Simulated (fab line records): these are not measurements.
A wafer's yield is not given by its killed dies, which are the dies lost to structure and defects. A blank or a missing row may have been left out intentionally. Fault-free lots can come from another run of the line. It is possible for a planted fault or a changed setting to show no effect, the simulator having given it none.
Which tool did it? + flow n5 finfet + Sampling: 24 lots, 72 wafers, 6 of 1938 route steps

WHAT THE GAUGES READ, wafer by wafer
N5_SD_EPI_P_OVL_MEAS_10. Usual: for SD_P_BLK_OVL the level is -0.2 nm and the standard deviation is 0.85.
| lot  | measured    | on         | SD_P_BLK_OVL (nm) | flag |
|------|-------------|------------|-------------------|------|
| L074 | day 3 07:32 | overlay-01 | -0.9 -1.1 -0.9    |      |
| L075 | day 3 17:10 | overlay-01 | -0.5 -1.1 0.4     |      |
| L076 | day 3 20:13 | overlay-01 | -0.3 -2.1 -1.3    |      |
| L077 | day 4 02:17 | overlay-01 | -0.1 -0.6 -1.0    |      |
| L078 | day 4 06:26 | overlay-02 | -1.9 -1.3 0.0     |      |
| L079 | day 4 14:32 | overlay-01 | -0.4 1.5 -0.6     |      |
| L080 | day 4 17:32 | overlay-01 | -0.8 -0.6 -1.7    |      |
| L081 | day 5 01:57 | overlay-01 | 0.7 0.7 0.1       |      |
| L082 | day 5 04:13 | overlay-02 | 0.9 0.0 -0.5      |      |
| L083 | day 5 09:40 | overlay-01 | -1.1 -2.4 -1.7    |      |
| L084 | day 5 17:32 | overlay-01 | 0.8 0.1 1.0       |      |
| L085 | day 5 23:12 | overlay-01 | 0.5 -0.2 -2.6     |      |
| L086 | day 6 07:46 | overlay-01 | -0.4 0.5 -0.7     |      |
| L087 | day 6 09:46 | overlay-01 | -0.2 -2.0 -1.7    |      |
| L088 | day 6 18:32 | overlay-01 | -0.2 -0.5 0.1     |      |
| L089 | day 6 22:55 | overlay-01 | 0.4 0.9 0.4       |      |
| L090 | day 7 06:16 | overlay-01 | 0.3 -0.5 -0.8     |      |
| L091 | day 7 11:41 | overlay-02 | -0.3 -0.6 0.7     |      |
| L092 | day 7 16:30 | overlay-01 | 0.6 1.2 1.0       |      |
| L093 | day 7 22:52 | overlay-02 | -1.5 -0.8 0.5     |      |
| L094 | day 8 04:56 | overlay-01 | 0.1 0.0 0.0       |      |
| L095 | day 8 13:20 | overlay-01 | -0.9 -0.4 -1.0    |      |
| L096 | day 8 17:36 | overlay-02 | 0.0 0.5 0.7       |      |
| L097 | day 9 01:12 | overlay-02 | 0.8 0.8 1.0       |      |

WHICH TOOL RAN EACH LOT (tool, then ch and the chambers of the sampled wafers, then the start)
| lot  | N5_DUMMY_GATE_HM_OPEN_21          | N5_DUMMY_GATE_STRIP_48            | N5_SPACER0_ALD_00                | N5_SD_EPI_N_ETCHBACK_44           | N5_SD_EPI_N_VAPOR_ETCH_50      |
|------|-----------------------------------|-----------------------------------|----------------------------------|-----------------------------------|--------------------------------|
| L074 | rie diel-06 ch 1,2,3, day 3 00:46 | rie diel-04 ch 0,1,3, day 3 01:14 | ald sin-01 ch 1,2,3, day 3 02:13 | rie diel-02 ch 1,2,3, day 3 03:32 | epi rpcvd-03 ch 0, day 3 04:39 |
| L075 | rie diel-03 ch 0,1, day 3 09:41   | rie diel-04 ch 1, day 3 10:25     | ald sin-02 ch 0,1,3, day 3 11:07 | rie diel-02 ch 1,2,3, day 3 12:58 | epi rpcvd-02 ch 0, day 3 14:19 |
| L076 | rie diel-03 ch 0,1,2, day 3 13:21 | rie diel-06 ch 0,1,2, day 3 13:49 | ald sin-01 ch 0,2,3, day 3 14:11 | rie diel-02 ch 0,1,3, day 3 15:31 | epi rpcvd-04 ch 0, day 3 16:43 |
| L077 | rie diel-03 ch 0,3, day 3 19:21   | rie diel-06 ch 0,2,3, day 3 19:49 | ald sin-04 ch 1,3, day 3 20:11   | rie diel-01 ch 1,3, day 3 21:30   | epi rpcvd-04 ch 0, day 3 22:45 |
| L078 | rie diel-03 ch 1,3, day 4 00:14   | rie diel-04 ch 0,3, day 4 00:41   | ald sin-04 ch 0,1,2, day 4 01:04 | rie diel-05 ch 0,3, day 4 02:29   | epi rpcvd-02 ch 0, day 4 03:35 |
| L079 | rie diel-03 ch 0,2,3, day 4 07:40 | rie diel-03 ch 0,2,3, day 4 08:05 | ald sin-02 ch 1,2,3, day 4 08:30 | rie diel-05 ch 0,1,3, day 4 09:52 | epi rpcvd-04 ch 0, day 4 11:08 |
| L080 | rie diel-03 ch 0,2,3, day 4 11:01 | rie diel-06 ch 0,2,3, day 4 11:28 | ald sin-01 ch 1,2, day 4 12:05   | rie diel-01 ch 1,3, day 4 13:25   | epi rpcvd-02 ch 0, day 4 14:37 |
| L081 | rie diel-06 ch 2,3, day 4 18:28   | rie diel-04 ch 1,2,3, day 4 18:58 | ald sin-04 ch 0,1,3, day 4 19:20 | rie diel-05 ch 0,1,2, day 4 20:40 | epi rpcvd-03 ch 0, day 4 21:58 |
| L082 | rie diel-03 ch 0,1,3, day 4 21:55 | rie diel-06 ch 1,2,3, day 4 22:22 | ald sin-02 ch 0,1,2, day 4 23:05 | rie diel-05 ch 0,2,3, day 5 00:16 | epi rpcvd-02 ch 0, day 5 01:21 |
| L083 | rie diel-04 ch 0,1, day 5 03:39   | rie diel-06 ch 0,2,3, day 5 04:07 | ald sin-01 ch 1,2,3, day 5 04:30 | rie diel-05 ch 0,1, day 5 05:41   | epi rpcvd-02 ch 0, day 5 06:50 |
| L084 | rie diel-03 ch 0,1,2, day 5 11:24 | rie diel-06 ch 0,1, day 5 11:51   | ald sin-04 ch 0,2, day 5 12:14   | rie diel-01 ch 1,2, day 5 13:33   | epi rpcvd-04 ch 0, day 5 14:40 |
| L085 | rie diel-06 ch 0,1,3, day 5 16:57 | rie diel-04 ch 1,2, day 5 17:25   | ald sin-02 ch 0,1,2, day 5 17:49 | rie diel-02 ch 1,2, day 5 19:08   | epi rpcvd-04 ch 0, day 5 20:13 |
| L086 | rie diel-06 ch 1,3, day 6 00:46   | rie diel-06 ch 0,1, day 6 01:14   | ald sin-02 ch 0,2,3, day 6 01:37 | rie diel-02 ch 0,1,2, day 6 02:56 | epi rpcvd-02 ch 0, day 6 04:15 |
| L087 | rie diel-04 ch 1,2,3, day 6 03:46 | rie diel-06 ch 0,3, day 6 04:13   | ald sin-02 ch 0,1,3, day 6 04:35 | rie diel-05 ch 1,2,3, day 6 05:47 | epi rpcvd-03 ch 0, day 6 06:53 |
| L088 | rie diel-03 ch 1,2, day 6 11:38   | rie diel-03 ch 0,1,2, day 6 12:06 | ald sin-04 ch 0,1,3, day 6 13:17 | rie diel-05 ch 0,1,2, day 6 14:38 | epi rpcvd-02 ch 0, day 6 15:49 |
| L089 | rie diel-06 ch 0,2,3, day 6 16:45 | rie diel-03 ch 0,1,2, day 6 17:13 | ald sin-02 ch 2,3, day 6 17:35   | rie diel-01 ch 1,3, day 6 18:54   | epi rpcvd-03 ch 0, day 6 19:59 |
| L090 | rie diel-06 ch 2,3, day 6 23:10   | rie diel-06 ch 0,2, day 6 23:37   | ald sin-02 ch 0,2,3, day 7 00:10 | rie diel-05 ch 0,1, day 7 02:08   | epi rpcvd-02 ch 0, day 7 03:22 |
| L091 | rie diel-03 ch 0,1,3, day 7 05:19 | rie diel-04 ch 0,2,3, day 7 05:53 | ald sin-02 ch 0,1,2, day 7 06:16 | rie diel-01 ch 0,2,3, day 7 07:33 | epi rpcvd-03 ch 0, day 7 08:41 |
| L092 | rie diel-03 ch 0,2, day 7 10:26   | rie diel-03 ch 0,1,3, day 7 10:53 | ald sin-04 ch 2,3, day 7 11:19   | rie diel-02 ch 0,2,3, day 7 12:31 | epi rpcvd-03 ch 0, day 7 13:39 |
| L093 | rie diel-04 ch 0,2,3, day 7 16:36 | rie diel-06 ch 1,2, day 7 17:05   | ald sin-02 ch 0,1,3, day 7 17:33 | rie diel-02 ch 0,1,2, day 7 18:55 | epi rpcvd-03 ch 0, day 7 19:59 |
| L094 | rie diel-06 ch 0,1,2, day 7 22:45 | rie diel-04 ch 1,2,3, day 7 23:08 | ald sin-01 ch 1,2,3, day 7 23:43 | rie diel-01 ch 0,1,3, day 8 00:55 | epi rpcvd-02 ch 0, day 8 02:05 |
| L095 | rie diel-04 ch 1,2,3, day 8 06:37 | rie diel-04 ch 0,1,3, day 8 07:05 | ald sin-04 ch 1,2,3, day 8 07:28 | rie diel-01 ch 1,2, day 8 08:46   | epi rpcvd-02 ch 0, day 8 09:51 |
| L096 | rie diel-03 ch 0,1,3, day 8 11:26 | rie diel-06 ch 0,1,2, day 8 11:56 | ald sin-01 ch 0,2,3, day 8 12:19 | rie diel-02 ch 1,2, day 8 13:30   | epi rpcvd-04 ch 0, day 8 14:35 |
| L097 | rie diel-03 ch 1,2,3, day 8 17:05 | rie diel-04 ch 2,3, day 8 17:32   | ald sin-04 ch 0,3, day 8 19:36   | rie diel-02 ch 0,1,2, day 8 21:05 | epi rpcvd-02 ch 0, day 8 22:13 |
- N5_DUMMY_GATE_HM_OPEN_21: chemistry CH3F/O2, target SiNx, target depth 120 nm, time 171.4 s.
- N5_DUMMY_GATE_STRIP_48: strips in N2/H2, time 20 s.
- N5_SPACER0_ALD_00: deposits SiOCN, target thk 3.5 nm, pulse time 3 s, purge time 2 s.
- N5_SD_EPI_N_ETCHBACK_44: etches SiNx in CH3F/O2, stops on SiO2, target depth 14.5 nm.
- N5_SD_EPI_N_VAPOR_ETCH_50: etches Si in HCl, time 54 s.

AS READ BY THE TOOLS THEMSELVES (means over the sampled wafers that have a number; for cases with no such wafer, the mark the record gives instead)
N5_DUMMY_GATE_HM_OPEN_21. Usual: drypump motor current A 5.7 A, standard deviation 0.43; oes_f_703_au 0.80 a.u., standard deviation 0.085; oes product au 0.80 a.u., standard deviation 0.089; rf vpp V 297 V, standard deviation 3.9; showerhead plenum p Torr 2.01 Torr, standard deviation 0.07; throttle valve pct 16.47 %, standard deviation 0.23.
| lot  | tool        | drypump motor current A (A) | oes_f_703_au (a.u.) | oes product au (a.u.) | rf vpp V (V) | showerhead plenum p Torr (Torr) | throttle valve pct (%) | flag |
|------|-------------|-----------------------------|---------------------|-----------------------|--------------|---------------------------------|------------------------|------|
| L074 | rie diel-06 | 5.7                         | 0.74                | 0.73                  | 299          | 2.03                            | 16.70                  |      |
| L075 | rie diel-03 | 6.0                         | 0.82                | 0.83                  | 298          | 2.02                            | 16.27                  |      |
| L076 | rie diel-03 | 5.9                         | 0.86                | 0.86                  | 296          | 1.99                            | 16.29                  |      |
| L077 | rie diel-03 | 5.4                         | 0.74                | 0.72                  | 295          | 1.92                            | 16.61                  |      |
| L078 | rie diel-03 | 5.5                         | 0.79                | 0.81                  | 299          | 2.01                            | 16.28                  |      |
| L079 | rie diel-03 | 5.7                         | 0.81                | 0.81                  | 294          | 1.94                            | 16.46                  |      |
| L080 | rie diel-03 | 5.7                         | 0.81                | 0.80                  | 293          | 1.94                            | 16.46                  |      |
| L081 | rie diel-06 | 5.8                         | 0.75                | 0.74                  | 296          | 1.98                            | 16.77                  |      |
| L082 | rie diel-03 | 5.7                         | 0.76                | 0.77                  | 296          | 1.97                            | 16.46                  |      |
| L083 | rie diel-04 | 5.1                         | 0.77                | 0.76                  | 298          | 2.05                            | 16.60                  |      |
| L084 | rie diel-03 | 5.9                         | 0.84                | 0.83                  | 296          | 1.99                            | 16.29                  |      |
| L085 | rie diel-06 | 5.7                         | 0.79                | 0.78                  | 300          | 2.02                            | 16.57                  |      |
| L086 | rie diel-06 | 5.7                         | 0.74                | 0.72                  | 297          | 1.98                            | 16.71                  |      |
| L087 | rie diel-04 | 5.8                         | 0.77                | 0.76                  | 300          | 2.02                            | 16.48                  |      |
| L088 | rie diel-03 | 5.8                         | 0.84                | 0.86                  | 299          | 2.03                            | 16.14                  |      |
| L089 | rie diel-06 | 5.7                         | 0.87                | 0.86                  | 299          | 2.01                            | 16.49                  |      |
| L090 | rie diel-06 | 5.7                         | 0.90                | 0.89                  | 299          | 2.02                            | 16.53                  |      |
| L091 | rie diel-03 | 5.7                         | 0.84                | 0.83                  | 298          | 2.04                            | 16.32                  |      |
| L092 | rie diel-03 | 6.1                         | 0.79                | 0.78                  | 292          | 1.94                            | 16.51                  |      |
| L093 | rie diel-04 | 5.8                         | 0.74                | 0.73                  | 300          | 2.03                            | 16.55                  |      |
| L094 | rie diel-06 | 5.6                         | 0.84                | 0.83                  | 301          | 2.06                            | 16.50                  |      |
| L095 | rie diel-04 | 5.8                         | 0.76                | 0.76                  | 300          | 2.01                            | 16.51                  |      |
| L096 | rie diel-03 | 5.7                         | 0.82                | 0.82                  | 299          | 2.04                            | 16.34                  |      |
| L097 | rie diel-03 | 5.5                         | 0.86                | 0.87                  | 298          | 2.06                            | 16.17                  |      |

N5_DUMMY_GATE_STRIP_48. Usual: bias power w 3.000 W, standard deviation 0.0094; drypump motor current A 5.7 A, standard deviation 0.41; oes product au 0.78 a.u., standard deviation 0.079; rf vpp V 45.3 V, standard deviation 0.93; showerhead plenum p Torr 3.39 Torr, standard deviation 0.093; throttle valve pct 12.30 %, standard deviation 0.22.
| lot  | tool        | bias power w (W) | drypump motor current A (A) | oes product au (a.u.) | rf vpp V (V) | showerhead plenum p Torr (Torr) | throttle valve pct (%) | flag |
|------|-------------|------------------|-----------------------------|-----------------------|--------------|---------------------------------|------------------------|------|
| L074 | rie diel-04 | 3.006            | 5.5                         | 0.77                  | 45.6         | 3.43                            | 12.27                  |      |
| L075 | rie diel-04 | 2.998            | 5.1                         | 0.79                  | 46.1         | 3.41                            | 12.24                  |      |
| L076 | rie diel-06 | 3.001            | 5.6                         | 0.79                  | 45.5         | 3.47                            | 12.40                  |      |
| L077 | rie diel-06 | 2.995            | 5.7                         | 0.80                  | 44.8         | 3.38                            | 12.37                  |      |
| L078 | rie diel-04 | 2.999            | 5.5                         | 0.74                  | 45.4         | 3.45                            | 12.34                  |      |
| L079 | rie diel-03 | 2.990            | 5.7                         | 0.81                  | 45.2         | 3.25                            | 12.18                  |      |
| L080 | rie diel-06 | 3.009            | 5.7                         | 0.80                  | 45.2         | 3.38                            | 12.38                  |      |
| L081 | rie diel-04 | 3.003            | 5.8                         | 0.78                  | 45.8         | 3.38                            | 12.25                  |      |
| L082 | rie diel-06 | 2.993            | 5.7                         | 0.73                  | 46.0         | 3.39                            | 12.52                  |      |
| L083 | rie diel-06 | 3.013            | 5.7                         | 0.78                  | 45.5         | 3.38                            | 12.39                  |      |
| L084 | rie diel-06 | 2.998            | 5.6                         | 0.84                  | 44.9         | 3.46                            | 12.26                  |      |
| L085 | rie diel-04 | 2.985            | 5.4                         | 0.77                  | 44.7         | 3.38                            | 12.32                  |      |
| L086 | rie diel-06 | 3.001            | 5.6                         | 0.77                  | 45.8         | 3.47                            | 12.41                  |      |
| L087 | rie diel-06 | 2.995            | 5.7                         | 0.83                  | 44.8         | 3.37                            | 12.24                  |      |
| L088 | rie diel-03 | 3.008            | 5.9                         | 0.83                  | 44.9         | 3.32                            | 12.05                  |      |
| L089 | rie diel-03 | 2.987            | 5.9                         | 0.82                  | 44.7         | 3.32                            | 12.06                  |      |
| L090 | rie diel-06 | 2.995            | 5.6                         | 0.90                  | 45.8         | 3.43                            | 12.12                  |      |
| L091 | rie diel-04 | 3.004            | 5.9                         | 0.73                  | 45.7         | 3.40                            | 12.36                  |      |
| L092 | rie diel-03 | 3.001            | 5.7                         | 0.84                  | 45.5         | 3.41                            | 12.06                  |      |
| L093 | rie diel-06 | 3.003            | 5.6                         | 0.85                  | 45.8         | 3.46                            | 12.22                  |      |
| L094 | rie diel-04 | 3.000            | 5.8                         | 0.76                  | 44.7         | 3.37                            | 12.30                  |      |
| L095 | rie diel-04 | 3.002            | 5.4                         | 0.74                  | 44.3         | 3.41                            | 12.36                  |      |
| L096 | rie diel-06 | 3.004            | 5.6                         | 0.82                  | 45.0         | 3.45                            | 12.28                  |      |
| L097 | rie diel-04 | 3.010            | 6.2                         | 0.76                  | 44.8         | 3.36                            | 12.27                  |      |

N5_SPACER0_ALD_00. Usual: heater power w 833 W, standard deviation 66; precursor pulse height rel 1.001, standard deviation 0.017.
| lot  | tool       | heater power w (W) | precursor pulse height rel | flag |
|------|------------|--------------------|----------------------------|------|
| L074 | ald sin-01 | 919                | 0.994                      |      |
| L075 | ald sin-02 | 807                | 1.009                      |      |
| L076 | ald sin-01 | 881                | 1.008                      |      |
| L077 | ald sin-04 | 910                | 1.005                      |      |
| L078 | ald sin-04 | 795                | 1.002                      |      |
| L079 | ald sin-02 | 802                | 0.999                      |      |
| L080 | ald sin-01 | 957                | 1.001                      |      |
| L081 | ald sin-04 | 848                | 0.983                      |      |
| L082 | ald sin-02 | 805                | 0.986                      |      |
| L083 | ald sin-01 | 898                | 1.007                      |      |
| L084 | ald sin-04 | 761                | 0.991                      |      |
| L085 | ald sin-02 | 798                | 1.021                      |      |
| L086 | ald sin-02 | 836                | 1.007                      |      |
| L087 | ald sin-02 | 815                | 0.989                      |      |
| L088 | ald sin-04 | 843                | 1.033                      |      |
| L089 | ald sin-02 | 800                | 1.002                      |      |
| L090 | ald sin-02 | 816                | 1.010                      |      |
| L091 | ald sin-02 | 806                | 1.009                      |      |
| L092 | ald sin-04 | 874                | 0.990                      |      |
| L093 | ald sin-02 | 825                | 0.998                      |      |
| L094 | ald sin-01 | 883                | 1.010                      |      |
| L095 | ald sin-04 | 857                | 1.017                      |      |
| L096 | ald sin-01 | 842                | 1.001                      |      |
| L097 | ald sin-04 | 815                | 1.008                      |      |

N5_SD_EPI_N_ETCHBACK_44. Usual: drypump motor current A 5.9 A, standard deviation 0.57; oes_f_703_au 0.79 a.u., standard deviation 0.089; oes product au 0.68 a.u., standard deviation 0.074; rf vpp V 295.8 V, standard deviation 2.7; showerhead plenum p Torr 1.99 Torr, standard deviation 0.078; throttle valve pct 16.41 %, standard deviation 0.16.
| lot  | tool        | drypump motor current A (A) | oes_f_703_au (a.u.) | oes product au (a.u.) | rf vpp V (V) | showerhead plenum p Torr (Torr) | throttle valve pct (%) | flag |
|------|-------------|-----------------------------|---------------------|-----------------------|--------------|---------------------------------|------------------------|------|
| L074 | rie diel-02 | 5.4                         | 0.75                | 0.65                  | 296.6        | 2.00                            | 16.40                  |      |
| L075 | rie diel-02 | 5.4                         | 0.75                | 0.65                  | 296.5        | 2.00                            | 16.42                  |      |
| L076 | rie diel-02 | 5.7                         | 0.74                | 0.64                  | 295.7        | 1.97                            | 16.38                  |      |
| L077 | rie diel-01 | 5.6                         | 0.85                | 0.72                  | 298.0        | 2.03                            | 16.53                  |      |
| L078 | rie diel-05 | 6.1                         | 0.77                | 0.65                  | 295.9        | 1.97                            | 16.53                  |      |
| L079 | rie diel-05 | 6.4                         | 0.77                | 0.65                  | 296.3        | 1.97                            | 16.44                  |      |
| L080 | rie diel-01 | 5.8                         | 0.89                | 0.75                  | 297.6        | 2.04                            | 16.50                  |      |
| L081 | rie diel-05 | 6.4                         | 0.84                | 0.72                  | 297.2        | 2.03                            | 16.36                  |      |
| L082 | rie diel-05 | 6.1                         | 0.84                | 0.71                  | 297.8        | 2.02                            | 16.46                  |      |
| L083 | rie diel-05 | 6.7                         | 0.76                | 0.65                  | 295.6        | 1.98                            | 16.34                  |      |
| L084 | rie diel-01 | 6.3                         | 0.88                | 0.74                  | 297.7        | 2.04                            | 16.45                  |      |
| L085 | rie diel-02 | 5.2                         | 0.71                | 0.62                  | 295.3        | 1.95                            | 16.47                  |      |
| L086 | rie diel-02 | 5.5                         | 0.71                | 0.61                  | 294.3        | 1.93                            | 16.45                  |      |
| L087 | rie diel-05 | 6.1                         | 0.77                | 0.66                  | 295.5        | 1.95                            | 16.54                  |      |
| L088 | rie diel-05 | 6.3                         | 0.82                | 0.69                  | 296.7        | 2.02                            | 16.38                  |      |
| L089 | rie diel-01 | 5.8                         | 0.86                | 0.72                  | 297.4        | 2.03                            | 16.54                  |      |
| L090 | rie diel-05 | 6.6                         | 0.78                | 0.67                  | 298.6        | 2.04                            | 16.32                  |      |
| L091 | rie diel-01 | 5.8                         | 0.84                | 0.71                  | 295.5        | 2.00                            | 16.40                  |      |
| L092 | rie diel-02 | 5.6                         | 0.79                | 0.68                  | 294.6        | 1.98                            | 16.33                  |      |
| L093 | rie diel-02 | 5.5                         | 0.78                | 0.67                  | 294.4        | 1.92                            | 16.31                  |      |
| L094 | rie diel-01 | 5.5                         | 0.86                | 0.73                  | 295.1        | 2.00                            | 16.43                  |      |
| L095 | rie diel-01 | 6.5                         | 0.80                | 0.67                  | 295.4        | 2.02                            | 16.47                  |      |
| L096 | rie diel-02 | 5.2                         | 0.84                | 0.72                  | 295.2        | 1.94                            | 16.21                  |      |
| L097 | rie diel-02 | 5.5                         | 0.88                | 0.75                  | 295.9        | 2.00                            | 16.18                  |      |

N5_SD_EPI_N_VAPOR_ETCH_50. Usual: throttle valve pct reads 11.80 % (standard deviation 0.16).
| lot  | tool         | throttle valve pct (%) | flag |
|------|--------------|------------------------|------|
| L074 | epi rpcvd-03 | 11.95                  |      |
| L075 | epi rpcvd-02 | 11.65                  |      |
| L076 | epi rpcvd-04 | 11.79                  |      |
| L077 | epi rpcvd-04 | 11.88                  |      |
| L078 | epi rpcvd-02 | 11.70                  |      |
| L079 | epi rpcvd-04 | 11.88                  |      |
| L080 | epi rpcvd-02 | 11.75                  |      |
| L081 | epi rpcvd-03 | 11.72                  |      |
| L082 | epi rpcvd-02 | 11.77                  |      |
| L083 | epi rpcvd-02 | 11.71                  |      |
| L084 | epi rpcvd-04 | 11.93                  |      |
| L085 | epi rpcvd-04 | 11.96                  |      |
| L086 | epi rpcvd-02 | 11.73                  |      |
| L087 | epi rpcvd-03 | 11.69                  |      |
| L088 | epi rpcvd-02 | 11.71                  |      |
| L089 | epi rpcvd-03 | 11.85                  |      |
| L090 | epi rpcvd-02 | 11.70                  |      |
| L091 | epi rpcvd-03 | 11.68                  |      |
| L092 | epi rpcvd-03 | 11.69                  |      |
| L093 | epi rpcvd-03 | 11.74                  |      |
| L094 | epi rpcvd-02 | 11.98                  |      |
| L095 | epi rpcvd-02 | 11.75                  |      |
| L096 | epi rpcvd-04 | 11.98                  |      |
| L097 | epi rpcvd-02 | 11.70                  |      |

THE ANSWER, worked out from the rows above alone
Rule: a lot counts as off when the mean over its wafers that have a number is more than 3 standard deviations away from the usual mean. A lot without any number at a reading at which 4 lots or more have one is off too. All remaining lots with rows at the step are treated as sound. Order of review: gauges by route order, followed by the tools' own readings, for which a lot's mean as printed above is used. At the first step where some lot is off, the reading lying furthest off is the one used; lots without a number count as furthest.
Across all readings shown, no lot is off: no conclusion can be drawn from this.

WHAT THE SIMULATOR HAD PUT IN
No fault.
